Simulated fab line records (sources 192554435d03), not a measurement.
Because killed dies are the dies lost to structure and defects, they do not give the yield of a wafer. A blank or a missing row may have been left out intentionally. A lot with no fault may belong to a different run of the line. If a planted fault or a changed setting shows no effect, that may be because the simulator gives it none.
fab line records	flow n5-finfet
[record] lots = 7	wafers = 21
route steps=1938 shown ZERO_LAYER@4 WELL_APT@25 FIN_SAQP@130 FIN_CUT@160 DUMMY_GATE@224 SD_EPI_P@297
start-h: the number of hours between the record's first day and the start of the first shown wafer of the lot	wait-h: time in hours since the lot's previous step	" the same as in the row above	L1.1+2: several wafers, shown together as one row	- either no value or no given start	* or withheld: withheld	< > ~ a bound
route shown NAME@n: NAME is a module with steps in the file, n the number in the route of the first one	usual: average and standard deviation across the fault-free wafers	same: alike in all rows	chamber/n: place in a boat	sites: the reading at each site	_std_site: standard deviation across them	_edge_site: mean of outer sites minus mean of inner sites	radius-mm: for every site, how far away it sits from the centre of the wafer	mask NAME#n: copy n	behind: the last tool/chamber to shape the wafer	hold: why the lot was held/for how many hours/how that ended	device: whichever transistor did not switch (one of n, p or np)	end of line: the tests these same wafers got at the end of their route	where a step has no rows: the recipe by itself	killed: not the wafer's yield, but the dies lost to structure and defects at the first sort	map: the dies of a wafer, with x for killed, . for not killed, _ for no die there
set.NAME: the setting as run; set.NAME@STEP: as run at that earlier step	model.NAME: the simulator's own value behind a step, which no gauge read
lots with deliberately changed settings; one table per step, one row per wafer
[[steps]]
[step N5_ZERO_LAYER_PECVD_02]
[recipe] material = SiO2	target-thk-a = 100	temp-c = 400	precursor = SiH4/N2O	pressure-torr = 0.75	rf-w = 275	time-s = 6
lot.wafer	tool	chamber	start-h	wait-h	set.time-s	model.SiO2_of_ZERO_LAYER_PECVD_02.thk-nm
L078.1	pecvd-04	1	36.30	0.0	6	10.09
L078.3	"	0	"	"	5.188	8.68
L078.6	"	0	"	"	5.188	8.684
L079.1	pecvd-01	2	42.28	0.0	6	9.725
L079.3	"	2	"	"	6	9.842
L079.6	"	1	"	"	6	10.03
L081.3	pecvd-01	0	54.31	0.1	5.548	9.293
L081.5	"	2	"	"	5.548	9.351
L081.6	"	0	"	"	5.548	9.228
L088.1	pecvd-02	1	96.29	0.0	6	9.957
L088.3	"	2	"	"	6	9.94
L088.4	"	2	"	"	6	10.14
L090.2	pecvd-04	1	108.28	0.0	5.723	9.523
L090.4	"	1	"	"	6	10.13
L090.5	"	0	"	"	6	10.11
L092.1	pecvd-01	0	120.47	0.0	6	9.993
L092.3	"	1	"	"	6	9.964
L092.5	"	0	"	"	6	9.944
L095.1	pecvd-02	2	138.28	0.0	6	9.85
L095.3	"	0	"	"	6	9.87
L095.6	"	1	"	"	6	10.06
[step N5_ZERO_LAYER_EXPOSE_08]
[recipe] mask-id = ZERO	na = 0.55	source-shape = conventional	sigma-outer = 0.8	polarization = unpolarized	defocus-nm = 0	target-cd-nm = 2000	dose-mj = 16.2
lot.wafer	tool	chamber	start-h	wait-h	mask	set.dose-mj
L078.1+3+6	krf-scanner-01	0	36.48	-	ZERO#0	16.2
L079.1+6	krf-scanner-01	0	42.49	-	ZERO#0	16.2
L079.3	"	0	"	"	ZERO#0	15.1
L081.3+6	krf-scanner-02	0	54.51	-	ZERO#0	16.2
L081.5	"	0	"	"	ZERO#0	15.2
L088.1+3+4	krf-scanner-02	0	96.60	-	ZERO#0	16.2
L090.2+5	krf-scanner-01	0	108.47	-	ZERO#0	16.2
L090.4	"	0	"	"	ZERO#0	15.53
L092.1+3+5	krf-scanner-01	0	120.78	-	ZERO#0	15.67
L095.1+3+6	krf-scanner-01	0	138.46	-	ZERO#0	16.2
[step N5_ZERO_LAYER_PEB_09]
[recipe] peb-temp-c = withheld	peb-time-s = *
[step N5_ZERO_LAYER_DEVELOP_10]
[recipe] develop-time-s = 60	rinse-liquid = diw	dry = air-spin	dev-temp-c = 21
[step N5_ZERO_LAYER_HARDBAKE_23]
[recipe] temp-c = 130	time-s = 120
[step N5_ZERO_LAYER_CD_MEAS_11]
[recipe] target-cd-nm = 2000	landing-energy-ev = 500	detector = se-inlens
[usual] cd-nm = 2000.0/1.6
lot.wafer	tool	chamber	start-h	wait-h	set.dose-mj@ZERO_LAYER_EXPOSE_08	cd-nm
L078.1	cd-sem-01	0	36.66	-	16.2	2000.5
L078.3	"	0	"	"	16.2	2002.1
L078.6	"	0	"	"	16.2	2000.5
L079.1	cd-sem-01	0	42.66	-	16.2	1999.1
L079.3	"	0	"	"	15.1	1985.2
L079.6	"	0	"	"	16.2	1999.6
L081.3	cd-sem-02	0	54.67	-	16.2	1998.0
L081.5	"	0	"	"	15.2	1986.1
L081.6	"	0	"	"	16.2	1997.1
L088.1	cd-sem-01	0	96.77	-	16.2	2001.2
L088.3	"	0	"	"	16.2	2001.8
L088.4	"	0	"	"	16.2	2001.2
L090.2	cd-sem-03	0	108.64	-	16.2	1997.9
L090.4	"	0	"	"	15.53	1990.9
L090.5	"	0	"	"	16.2	1998.0
L092.1	cd-sem-02	0	120.95	-	15.67	1992.0
L092.3	"	0	"	"	15.67	1992.5
L092.5	"	0	"	"	15.67	1991.8
L095.1	cd-sem-01	0	138.64	-	16.2	1997.6
L095.3	"	0	"	"	16.2	1998.8
L095.6	"	0	"	"	16.2	1999.1
[step N5_ZERO_LAYER_DESCUM_16]
[recipe] chemistry = O2	time-s = 7.9	source-power-w = 50	bias-power-w = 20	pressure-mtorr = 20	rf-frequency-hz = 2.712e+07	temp-c = 40	o2-flow-sccm = 225
lot.wafer	tool	chamber	start-h	wait-h	set.dose-mj@ZERO_LAYER_EXPOSE_08	model.ZERO_LAYER.cd-nm
L078.1	rie-diel-04	1	36.70	0.0	16.2	2000
L078.3	"	3	"	"	16.2	2002
L078.6	"	3	"	"	16.2	2001
L079.1	rie-diel-03	1	42.70	0.0	16.2	1999
L079.3	"	2	"	"	15.1	1985
L079.6	"	0	"	"	16.2	2000
L081.3	rie-diel-05	1	54.71	0.0	16.2	1998
L081.5	"	1	"	"	15.2	1986
L081.6	"	0	"	"	16.2	1997
L088.1+4	rie-diel-03	0,1	97.21	0.4	16.2	2001
L088.3	"	1	"	"	16.2	2002
L090.2+5	rie-diel-03	3,1	108.99	0.3	16.2	1998
L090.4	"	0	"	"	15.53	1991
L092.1+5	rie-diel-04	1,3	120.99	0.0	15.67	1992
L092.3	"	3	"	"	15.67	1993
L095.1	rie-diel-04	0	138.68	0.0	16.2	1997
L095.3+6	"	1	"	"	16.2	1999
[step N5_ZERO_LAYER_ETCH_17]
[recipe] chemistry = CF4	target = SiO2	target-depth-a = 120	time-s = 13.3	ion-energy-ev = 350	pressure-mtorr = 40	source-w = 450	bias-w = 215	Ar_flow_sccm = 100	cf4-flow-sccm = 100
lot.wafer	tool	chamber	start-h	wait-h	set.dose-mj@ZERO_LAYER_EXPOSE_08	model.ZERO_LAYER.cd-nm
L078.1+6	rie-diel-04	1,3	36.73	0.0	16.2	2001
L078.3	"	3	"	"	16.2	2002
L079.1	rie-diel-03	1	42.74	0.0	16.2	1999
L079.3	"	2	"	"	15.1	1985
L079.6	"	0	"	"	16.2	2000
L081.3	rie-diel-05	1	54.75	0.0	16.2	1998
L081.5	"	1	"	"	15.2	1986
L081.6	"	0	"	"	16.2	1997
L088.1+4	rie-diel-03	0,1	97.24	0.0	16.2	2001
L088.3	"	1	"	"	16.2	2002
L090.2+5	rie-diel-03	3,1	109.03	0.0	16.2	1998
L090.4	"	0	"	"	15.53	1991
L092.1+5	rie-diel-04	1,3	121.03	0.0	15.67	1992
L092.3	"	3	"	"	15.67	1993
L095.1	rie-diel-04	0	138.71	0.0	16.2	1998
L095.3+6	"	1	"	"	16.2	1999
[step N5_WELL_APT_PEB_06]
[recipe] peb-temp-c = 130	peb-time-s = 90
lot.wafer	tool	chamber	start-h	wait-h	set.peb-temp-c
L078.1	litho-track-04	0	37.46	0.1	126.7
L078.3+6	"	0	"	"	130
L079.1	litho-track-05	0	43.47	0.1	130
L079.3+6	"	0	"	"	132.1
L081.3+6	litho-track-05	0	55.50	0.0	127.4
L081.5	"	0	"	"	130
L088.1+3+4	litho-track-04	0	98.13	0.1	130
L090.2	litho-track-02	0	109.89	0.0	131.5
L090.4+5	"	0	"	"	130
L092.1+3+5	litho-track-04	0	121.88	0.1	130
L095.1+6	litho-track-02	0	139.44	0.1	132.1
L095.3	"	0	"	"	130
[step N5_WELL_APT_DEVELOP_07]
[recipe] develop-time-s = 45	rinse-liquid = surfactant-rinse	dry = air-spin	dev-temp-c = 21
lot.wafer	tool	chamber	start-h	wait-h	set.develop-time-s
L078.1+3+6	litho-track-04	0	-	-	45
L079.1+3	litho-track-05	0	-	-	45
L079.6	"	0	"	"	54.58
L081.3+5+6	litho-track-05	0	-	-	45
L088.1+3+4	litho-track-04	0	-	-	45
L090.2+5	litho-track-02	0	-	-	50.14
L090.4	"	0	"	"	45
L092.1	litho-track-04	0	-	-	45
L092.3+5	"	0	"	"	51.78
L095.1+3	litho-track-02	0	-	-	45
L095.6	"	0	"	"	49.21
[step N5_WELL_APT_HARDBAKE_12]
[recipe] temp-c = 130	time-s = 120
[step N5_WELL_APT_CD_MEAS_08]
[recipe] target-cd-nm = 200	landing-energy-ev = 500	detector = se-inlens
[usual] cd-nm = 200.1/1.4
lot.wafer	tool	chamber	start-h	wait-h	set.peb-temp-c@WELL_APT_PEB_06	cd-nm
L078.1	cd-sem-01	0	37.57	-	126.7	183.5
L078.3	"	0	"	"	130	198.7
L078.6	"	0	"	"	130	199.9
L079.1	cd-sem-03	0	43.58	-	130	199.6
L079.3	"	0	"	"	132.1	207.2
L079.6	"	0	"	"	132.1	207.7
L081.3	cd-sem-03	0	55.61	-	127.4	185.1
L081.5	"	0	"	"	130	199.5
L081.6	"	0	"	"	127.4	187.4
L088.1	cd-sem-01	0	98.24	-	130	198.1
L088.3	"	0	"	"	130	198.8
L088.4	"	0	"	"	130	198.3
L090.2	cd-sem-02	0	110.00	-	131.5	207.4
L090.4	"	0	"	"	130	200.9
L090.5	"	0	"	"	130	200.7
L092.1	cd-sem-03	0	121.99	-	130	200.1
L092.3	"	0	"	"	130	200.5
L092.5	"	0	"	"	130	201.3
L095.1	cd-sem-03	0	139.56	-	132.1	209.1
L095.3	"	0	"	"	130	200.5
L095.6	"	0	"	"	132.1	210.0
[step N5_WELL_APT_DESCUM_13]
[recipe] chemistry = O2	time-s = 7.9	source-power-w = 50	bias-power-w = 20	pressure-mtorr = 20	rf-frequency-hz = 2.712e+07	temp-c = 40	o2-flow-sccm = 225
lot.wafer	tool	chamber	start-h	wait-h	set.peb-temp-c@WELL_APT_PEB_06	model.WELL_APT.cd-nm
L078.1	rie-diel-02	3	38.05	0.4	126.7	183.4
L078.3	"	1	"	"	130	198.5
L078.6	"	2	"	"	130	199.4
L079.1	rie-diel-02	0	43.67	0.0	130	199.7
L079.3	"	2	"	"	132.1	207.4
L079.6	"	1	"	"	132.1	207.8
L081.3	rie-diel-06	2	55.70	0.0	127.4	185
L081.5	"	2	"	"	130	199.4
L081.6	"	1	"	"	127.4	187.3
L088.1	rie-diel-06	2	98.33	0.0	130	198.3
L088.3	"	1	"	"	130	198.7
L088.4	"	3	"	"	130	198.5
L090.2	rie-diel-01	2	110.09	0.0	131.5	207.5
L090.4	"	1	"	"	130	200.7
L090.5	"	3	"	"	130	200.9
L092.1+3	rie-diel-01	1,2	122.10	0.1	130	200.1
L092.5	"	0	"	"	130	201.2
L095.1	rie-diel-01	1	139.65	0.0	132.1	208.8
L095.3	"	2	"	"	130	200.5
L095.6	"	1	"	"	132.1	209.8
[step N5_FIN_SAQP_ETCH_65]
[recipe] chemistry = CF4	target = SiO2	target-depth-a = 40	ion-energy-ev = 350	time-s = 4.4	pressure-mtorr = 10	icp-w = 800	bias-w = 400	cf4-flow-sccm = 80
lot.wafer	tool	chamber	start-h	wait-h	set.time-s	model.etch.depth-nm
L078.1	rie-si-04	1	49.64	0.1	4.4	3.984
L078.3	"	3	"	"	4.4	4.091
L078.6	"	2	"	"	4.4	4.06
L079.1	rie-si-06	0	55.56	0.1	4.4	3.992
L079.3	"	1	"	"	4.4	3.963
L079.6	"	2	"	"	4.4	4.08
L081.3	rie-si-05	0	67.25	0.1	4.4	3.981
L081.5	"	3	"	"	4.4	3.953
L081.6	"	0	"	"	4.682	4.28
L088.1	rie-si-06	0	108.92	0.1	4.4	3.939
L088.3	"	2	"	"	4.4	4.052
L088.4	"	3	"	"	4.4	4.001
L090.2	rie-si-04	1	120.86	0.1	3.786	3.459
L090.4	"	0	"	"	4.4	3.964
L090.5	"	1	"	"	3.786	3.442
L092.1	rie-si-04	3	132.87	0.1	4.4	3.989
L092.3	"	0	"	"	4.4	3.921
L092.5	"	1	"	"	4.649	4.151
L095.1	rie-si-06	0	150.67	0.1	4.4	3.974
L095.3	"	1	"	"	3.543	3.228
L095.6	"	2	"	"	3.543	3.284
[step N5_FIN_CUT_EXPOSE_05]
[recipe] mask-id = FIN_CUT	na = 0.33	source-shape = annular	sigma-inner = 0.35	sigma-outer = 0.8	polarization = unpolarized	dose-mj = 45.75
lot.wafer	tool	chamber	start-h	wait-h	mask	set.dose-mj
L078.1+3	euv-scanner-01	0	52.04	-	FIN_CUT#0	47.71
L078.6	"	0	"	"	FIN_CUT#0	45.75
L079.1	euv-scanner-01	0	57.80	-	FIN_CUT#0	43.43
L079.3+6	"	0	"	"	FIN_CUT#0	45.75
L081.3+5	euv-scanner-02	0	69.53	-	FIN_CUT#0	45.75
L081.6	"	0	"	"	FIN_CUT#0	49.14
L088.1+3+4	euv-scanner-02	0	111.07	-	FIN_CUT#0	45.75
L090.2+4+5	euv-scanner-01	0	123.27	-	FIN_CUT#0	45.75
L092.1+3+5	euv-scanner-01	0	135.21	-	FIN_CUT#0	45.75
L095.1+6	euv-scanner-02	0	152.88	-	FIN_CUT#0	45.75
L095.3	"	0	"	"	FIN_CUT#0	42.6
[step N5_FIN_CUT_PEB_06]
[recipe] peb-temp-c = 100	peb-time-s = 60	resist = CAR-EUV
[step N5_FIN_CUT_DEVELOP_07]
[recipe] develop-time-s = 30	developer = TMAH	resist = CAR-EUV	rinse-liquid = surfactant-rinse	dry = air-spin	dev-temp-c = 23
[step N5_FIN_CUT_CD_MEAS_08]
[recipe] target-cd-nm = 29.1	landing-energy-ev = 500	detector = se-inlens	polarity = opening
[usual] cd-nm = 29.14/0.22
lot.wafer	tool	chamber	start-h	wait-h	set.dose-mj@FIN_CUT_EXPOSE_05	cd-nm
L078.1	cd-sem-02	0	52.17	-	47.71	29.96
L078.3	"	0	"	"	47.71	29.86
L078.6	"	0	"	"	45.75	29.04
L079.1	cd-sem-02	0	57.94	-	43.43	28.18
L079.3	"	0	"	"	45.75	29.20
L079.6	"	0	"	"	45.75	29.44
L081.3	cd-sem-01	0	69.65	-	45.75	29.06
L081.5	"	0	"	"	45.75	28.93
L081.6	"	0	"	"	49.14	30.31
L088.1	cd-sem-01	0	111.21	-	45.75	29.58
L088.3	"	0	"	"	45.75	28.86
L088.4	"	0	"	"	45.75	29.01
L090.2	cd-sem-01	0	123.40	-	45.75	29.04
L090.4	"	0	"	"	45.75	29.22
L090.5	"	0	"	"	45.75	29.22
L092.1	cd-sem-03	0	135.35	-	45.75	29.19
L092.3	"	0	"	"	45.75	29.08
L092.5	"	0	"	"	45.75	29.15
L095.1	cd-sem-02	0	153.01	-	45.75	29.73
L095.3	"	0	"	"	42.6	27.99
L095.6	"	0	"	"	45.75	29.54
[step N5_FIN_CUT_DESCUM_13]
[recipe] chemistry = O2	time-s = 7	source-power-w = 50	bias-power-w = 20	pressure-mtorr = 20	rf-frequency-hz = 2.712e+07	temp-c = 40	resist = CAR-EUV	o2-flow-sccm = 225
[step N5_FIN_CUT_ETCH_30]
[recipe] chemistry = N2/H2	target = underlayer	target-depth-a = 130	mask-material = CAR-EUV	time-s = 10.4	ion-energy-ev = 200	pressure-mtorr = 30	source-w = 840	bias-w = 150	n2-flow-sccm = 200	h2-flow-sccm = 200	ends = cleared
lot.wafer	tool	chamber	start-h	wait-h	set.dose-mj@FIN_CUT_EXPOSE_05	model.FIN_CUT.cd-offset-nm
L078.1+3	rie-diel-04	3,1	52.41	0.0	47.71	0.8
L078.6	"	3	"	"	45.75	0
L079.1	rie-diel-04	3	58.19	0.0	43.43	-0.6
L079.3	"	2	"	"	45.75	-0.2
L079.6	"	1	"	"	45.75	0
L081.3+5	rie-diel-03	0,3	69.81	0.0	45.75	-0.2
L081.6	"	2	"	"	49.14	1.2
L088.1+3+4	rie-diel-03	0,1,1	111.37	0.0	45.75	0.2
L090.2+4+5	rie-diel-05	1,0,0	123.71	0.0	45.75	0
L092.1+5	rie-diel-04	1,3	135.51	0.0	45.75	0.2
L092.3	"	0	"	"	45.75	0
L095.1+6	rie-diel-03	0,2	153.17	0.0	45.75	0
L095.3	"	2	"	"	42.6	-1
[step N5_FIN_CUT_ETCH_20]
[recipe] chemistry = CF4	target = SiARC	target-depth-a = 260	mask-material = CAR-EUV	time-s = 43.3	ion-energy-ev = 80	pressure-mtorr = 40	source-w = 545	bias-w = 36	Ar_flow_sccm = 100	cf4-flow-sccm = 100	ends = cleared
lot.wafer	tool	chamber	start-h	wait-h	set.dose-mj@FIN_CUT_EXPOSE_05	model.FIN_CUT.cd-offset-nm
L078.1	rie-diel-04	3	52.43	0.0	47.71	1
L078.3	"	1	"	"	47.71	0.8
L078.6	"	3	"	"	45.75	0.2
L079.1	rie-diel-04	3	58.21	0.0	43.43	-0.6
L079.3	"	2	"	"	45.75	-0.2
L079.6	"	1	"	"	45.75	0
L081.3+5	rie-diel-03	0,3	69.83	0.0	45.75	-0.2
L081.6	"	2	"	"	49.14	1.2
L088.1+3+4	rie-diel-03	0,1,1	111.38	0.0	45.75	0.2
L090.2	rie-diel-05	1	123.73	0.0	45.75	0.2
L090.4+5	"	0	"	"	45.75	0
L092.1+5	rie-diel-04	1,3	135.53	0.0	45.75	0.4
L092.3	"	0	"	"	45.75	0.2
L095.1+6	rie-diel-03	0,2	153.19	0.0	45.75	0
L095.3	"	2	"	"	42.6	-1.2
[step N5_FIN_CUT_ETCH_21]
[recipe] chemistry = N2/H2	target = SOC	target-depth-a = 2190	overetch-a = 438	mask-material = SiARC	temp-c = 40	ion-energy-ev = 100	bias-w = 61	time-s = 523.5	pressure-mtorr = 30	source-w = 850	n2-flow-sccm = 200	h2-flow-sccm = 200
lot.wafer	tool	chamber	start-h	wait-h	set.dose-mj@FIN_CUT_EXPOSE_05	model.FIN_CUT.cd-offset-nm
L078.1	rie-diel-04	3	52.47	0.0	47.71	0.8
L078.3	"	1	"	"	47.71	0.4
L078.6	"	3	"	"	45.75	-0.2
L079.1	rie-diel-04	3	58.24	0.0	43.43	-0.6
L079.3	"	2	"	"	45.75	-0.2
L079.6	"	1	"	"	45.75	0
L081.3+5	rie-diel-03	0,3	69.86	0.0	45.75	-0.2
L081.6	"	2	"	"	49.14	1
L088.1+3	rie-diel-03	0,1	111.42	0.0	45.75	0.4
L088.4	"	1	"	"	45.75	0.6
L090.2	rie-diel-05	1	123.77	0.0	45.75	0.2
L090.4	"	0	"	"	45.75	-0.2
L090.5	"	0	"	"	45.75	-0.4
L092.1	rie-diel-04	1	135.56	0.0	45.75	0.6
L092.3	"	0	"	"	45.75	0
L092.5	"	3	"	"	45.75	0.2
L095.1	rie-diel-03	0	153.23	0.0	45.75	-0.2
L095.3	"	2	"	"	42.6	-1.6
L095.6	"	2	"	"	45.75	0.2
[step N5_DUMMY_GATE_COAT_28]
[recipe] resist = underlayer	temp-c = 205	time-s = 60	spin-rpm = 1500	resist-thk-nm = 10
lot.wafer	tool	chamber	start-h	wait-h	set.spin-rpm	model.underlayer_of_DUMMY_GATE_COAT_28.thk-nm
L078.1	litho-track-02	0	-	-	1500	10
L078.3+6	"	0	"	"	1394	10.4
L079.1+3	litho-track-02	0	-	-	1623	9.6
L079.6	"	0	"	"	1500	10
L081.3	litho-track-01	0	-	-	1577	9.8
L081.5+6	"	0	"	"	1500	10
L088.1+3+4	litho-track-01	0	-	-	1500	10
L090.2+4+5	litho-track-03	0	-	-	1500	10
L092.1+3+5	litho-track-01	0	-	-	1500	10
L095.1	litho-track-03	0	-	-	1381	10.4
L095.3+6	"	0	"	"	1500	10
[step N5_SD_EPI_P_COAT_03]
[recipe] resist = CAR-ArF-block	spin-rpm = 1500	resist-thk-nm = 150
lot.wafer	tool	chamber	start-h	wait-h	set.spin-rpm	model.CAR-ArF-block_of_SD_EPI_P_COAT_03.thk-nm
L078.1	litho-track-05	0	-	-	1432	153.8
L078.3	"	0	"	"	1500	149.6
L078.6	"	0	"	"	1500	149.8
L079.1	litho-track-01	0	-	-	1500	150.4
L079.3	"	0	"	"	1500	150
L079.6	"	0	"	"	1500	150.6
L081.3	litho-track-01	0	-	-	1425	154.4
L081.5	"	0	"	"	1500	150.6
L081.6	"	0	"	"	1425	155
L088.1+4	litho-track-05	0	-	-	1500	150.6
L088.3	"	0	"	"	1500	150.4
L090.2	litho-track-01	0	-	-	1614	144.6
L090.4	"	0	"	"	1500	150.6
L090.5	"	0	"	"	1500	150.4
L092.1	litho-track-03	0	-	-	1500	149.8
L092.3	"	0	"	"	1636	143.8
L092.5	"	0	"	"	1636	144
L095.1+3	litho-track-05	0	-	-	1500	150.6
L095.6	"	0	"	"	1416	155.4
[step N5_SD_EPI_P_EBR_05]
[recipe] solvent = PGMEA	ebr-width-mm = 1.5
[step N5_SD_EPI_P_SOFTBAKE_04]
[recipe] temp-c = 110	time-s = 60	resist = CAR-ArF-block
[step N5_SD_EPI_P_EXPOSE_06]
[recipe] mask-id = SD_P_BLK	na = 1.35	source-shape = conventional	sigma-outer = 0.8	polarization = unpolarized	target-cd-nm = 240	dose-mj = 39.5
[step N5_SD_EPI_P_PEB_07]
[recipe] peb-temp-c = 110	peb-time-s = 60	resist = CAR-ArF-block
[step N5_SD_EPI_P_DEVELOP_08]
[recipe] develop-time-s = 30	developer = TMAH	resist = CAR-ArF-block	dev-temp-c = 23	rinse-liquid = diw	dry = air-spin
lot.wafer	tool	chamber	start-h	wait-h	set.spin-rpm@SD_EPI_P_COAT_03	model.CAR-ArF-block_of_SD_EPI_P_COAT_03.thk-nm
L078.1	litho-track-03	0	-	-	1432	152
L078.3	"	0	"	"	1500	148
L078.6	"	0	"	"	1500	148.2
L079.1	litho-track-05	0	-	-	1500	148.6
L079.3	"	0	"	"	1500	148.4
L079.6	"	0	"	"	1500	148.8
L081.3	litho-track-05	0	-	-	1425	152.8
L081.5	"	0	"	"	1500	148.8
L081.6	"	0	"	"	1425	153.4
L088.1	litho-track-03	0	-	-	1500	148.8
L088.3	"	0	"	"	1500	148.6
L088.4	"	0	"	"	1500	149
L090.2	litho-track-03	0	-	-	1614	142.8
L090.4+5	"	0	"	"	1500	148.8
L092.1	litho-track-03	0	-	-	1500	148.2
L092.3	"	0	"	"	1636	142
L092.5	"	0	"	"	1636	142.2
L095.1	litho-track-05	0	-	-	1500	148.8
L095.3	"	0	"	"	1500	149
L095.6	"	0	"	"	1416	153.8
[[key]]
[split] step = N5_ZERO_LAYER_PECVD_02	setting = time-s	stated = 6	by = wafer
[response] step = N5_ZERO_LAYER_PECVD_02	reading = model.SiO2_of_ZERO_LAYER_PECVD_02.thk-nm	change = +0.107	per = 1%	r = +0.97
[split] step = N5_ZERO_LAYER_EXPOSE_08	setting = dose-mj	stated = 16.2	by = wafer
[response] step = N5_ZERO_LAYER_CD_MEAS_11	reading = cd-nm	change = +1.93	per = 1%	r = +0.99
[response] step = N5_ZERO_LAYER_DESCUM_16	reading = model.ZERO_LAYER.cd-nm	change = +1.95	per = 1%	r = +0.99
[response] step = N5_ZERO_LAYER_ETCH_17	reading = model.ZERO_LAYER.cd-nm	change = +1.96	per = 1%	r = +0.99
[split] step = N5_WELL_APT_PEB_06	setting = peb-temp-c	stated = 130	by = wafer
[response] step = N5_WELL_APT_CD_MEAS_08	reading = cd-nm	change = +5.97	per = 1%	r = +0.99
[response] step = N5_WELL_APT_DESCUM_13	reading = model.WELL_APT.cd-nm	change = +5.92	per = 1%	r = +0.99
[split] step = N5_WELL_APT_DEVELOP_07	setting = develop-time-s	stated = 45	by = wafer
response none clear
[split] step = N5_FIN_SAQP_ETCH_65	setting = time-s	stated = 4.4	by = wafer
[response] step = N5_FIN_SAQP_ETCH_65	reading = model.etch.depth-nm	change = +0.0375	per = 1%	r = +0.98
[split] step = N5_FIN_CUT_EXPOSE_05	setting = dose-mj	stated = 45.75	by = wafer
[response] step = N5_FIN_CUT_CD_MEAS_08	reading = cd-nm	change = +0.209	per = 1%	r = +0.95
[response] step = N5_FIN_CUT_ETCH_30	reading = model.FIN_CUT.cd-offset-nm	change = +0.159	per = 1%	r = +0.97
[response] step = N5_FIN_CUT_ETCH_20	reading = model.FIN_CUT.cd-offset-nm	change = +0.165	per = 1%	r = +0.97
[response] step = N5_FIN_CUT_ETCH_21	reading = model.FIN_CUT.cd-offset-nm	change = +0.177	per = 1%	r = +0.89
[split] step = N5_DUMMY_GATE_COAT_28	setting = spin-rpm	stated = 1500	by = wafer
[response] step = N5_DUMMY_GATE_COAT_28	reading = model.underlayer_of_DUMMY_GATE_COAT_28.thk-nm	change = -0.0499	per = 1%	r = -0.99
[split] step = N5_SD_EPI_P_COAT_03	setting = spin-rpm	stated = 1500	by = wafer
[response] step = N5_SD_EPI_P_COAT_03	reading = model.CAR-ArF-block_of_SD_EPI_P_COAT_03.thk-nm	change = -0.758	per = 1%	r = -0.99
[response] step = N5_SD_EPI_P_DEVELOP_08	reading = model.CAR-ArF-block_of_SD_EPI_P_COAT_03.thk-nm	change = -0.772	per = 1%	r = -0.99
